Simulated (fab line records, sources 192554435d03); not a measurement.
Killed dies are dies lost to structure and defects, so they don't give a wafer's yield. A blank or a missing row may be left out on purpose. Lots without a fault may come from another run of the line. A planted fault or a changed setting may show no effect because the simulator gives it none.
Which tool did it? | flow n5_finfet | 9 lots, 27 wafers sampled, at 5 steps of a route of 1938

WHAT THE GAUGES READ, wafer by wafer
N5_BEOL_M4_RC_MEAS_101.
lot  | measured     | on        | DIBL_N (mV/V)
L978 | day 8 14:34  | prober-01 | 36.8 36.2 37.5
L980 | day 8 21:13  | prober-01 | 37.0 32.8 34.7
L985 | day 10 00:09 | prober-02 | 40.4 38.3 38.9
L989 | day 11 02:35 | prober-02 | 39.9 41.4 40.8
L993 | day 12 05:07 | prober-02 | 33.5 32.0 35.5
L994 | day 12 06:49 | prober-01 | 38.4 36.5 37.4
L996 | day 12 10:40 | prober-02 | 39.6 41.1 36.8
L998 | day 13 07:53 | prober-02 | 40.7 35.8 39.5
L999 | day 13 12:40 | prober-01 | 38.2 38.9 34.8

WHICH TOOL RAN EACH LOT (tool, then ch and the chambers of the sampled wafers, then the start)
lot  | N5_PMOS_HMC_CHANNEL_EPI_DESCUM_14 | N5_PMOS_HMC_CHANNEL_EPI_STRIP_33  | N5_PMOS_HMC_CHANNEL_EPI_CMP_21 | N5_FIN_SAQP_COAT_50
L978 | rie_diel-03 ch 1,2, day 2 00:54   | rie_diel-03 ch 1,2, day 2 01:02   | cmp-03 ch 0,2,3, day 2 03:06   | litho_track-04 ch 0, day 2 05:13
L980 | rie_diel-01 ch 0,1,3, day 2 11:25 | rie_diel-01 ch 0,1,3, day 2 11:33 | cmp-03 ch 0,1,3, day 2 13:30   | litho_track-03 ch 0, day 2 15:14
L985 | rie_diel-03 ch 0,3, day 3 17:25   | rie_diel-03 ch 0,3, day 3 17:33   | cmp-03 ch 0,1, day 3 19:43     | litho_track-04 ch 0, day 3 21:26
L989 | rie_diel-05 ch 0,1,3, day 4 17:52 | rie_diel-05 ch 0,1,3, day 4 18:00 | cmp-04 ch 0,2, day 4 20:16     | litho_track-04 ch 0, day 4 22:21
L993 | rie_diel-05 ch 0,1,2, day 5 17:17 | rie_diel-05 ch 0,1,2, day 5 17:26 | cmp-04 ch 0,1,2, day 5 19:20   | litho_track-04 ch 0, day 5 21:18
L994 | rie_diel-05 ch 0,1,3, day 5 23:50 | rie_diel-05 ch 0,1,3, day 5 23:58 | cmp-03 ch 0,2, day 6 02:46     | litho_track-04 ch 0, day 6 04:35
L996 | rie_diel-03 ch 0,2, day 6 11:34   | rie_diel-03 ch 0,2, day 6 11:43   | cmp-01 ch 1,2, day 6 13:41     | litho_track-01 ch 0, day 6 15:34
L998 | rie_diel-05 ch 1,2, day 6 22:58   | rie_diel-05 ch 1,2, day 6 23:06   | cmp-03 ch 1,2, day 7 00:57     | litho_track-03 ch 0, day 7 02:47
L999 | rie_diel-01 ch 1,2,3, day 7 05:06 | rie_diel-01 ch 1,2,3, day 7 05:14 | cmp-04 ch 0,2,3, day 7 07:07   | litho_track-03 ch 0, day 7 09:03
- N5_PMOS_HMC_CHANNEL_EPI_DESCUM_14: chemistry O2, time 7.9 s.
- N5_PMOS_HMC_CHANNEL_EPI_STRIP_33: strips in N2/H2.
- N5_PMOS_HMC_CHANNEL_EPI_CMP_21: polishes SiGe30, target thk 54 nm.
- N5_FIN_SAQP_COAT_50: time 60 s, resist thk 35 nm.

THE ANSWER, worked out from the rows above alone
Rule: what is usual is taken from the lots themselves. Put in order of their means at a reading, lots are off if they are a third of the lots or fewer, leave a main group of 4 or more, and stand apart from it by a gap of 3 or more times the standard deviation of the main group's means; of several such gaps the widest counts. A main group whose means are all the same, to the digits that the tables above print for the reading, isn't used. A lot without any number at a reading at which 4 lots or more have one is off too. The other lots that the step has rows for count as sound.
No lot is off at any reading shown: from this, nothing can be told.

WHAT THE SIMULATOR HAD PUT IN
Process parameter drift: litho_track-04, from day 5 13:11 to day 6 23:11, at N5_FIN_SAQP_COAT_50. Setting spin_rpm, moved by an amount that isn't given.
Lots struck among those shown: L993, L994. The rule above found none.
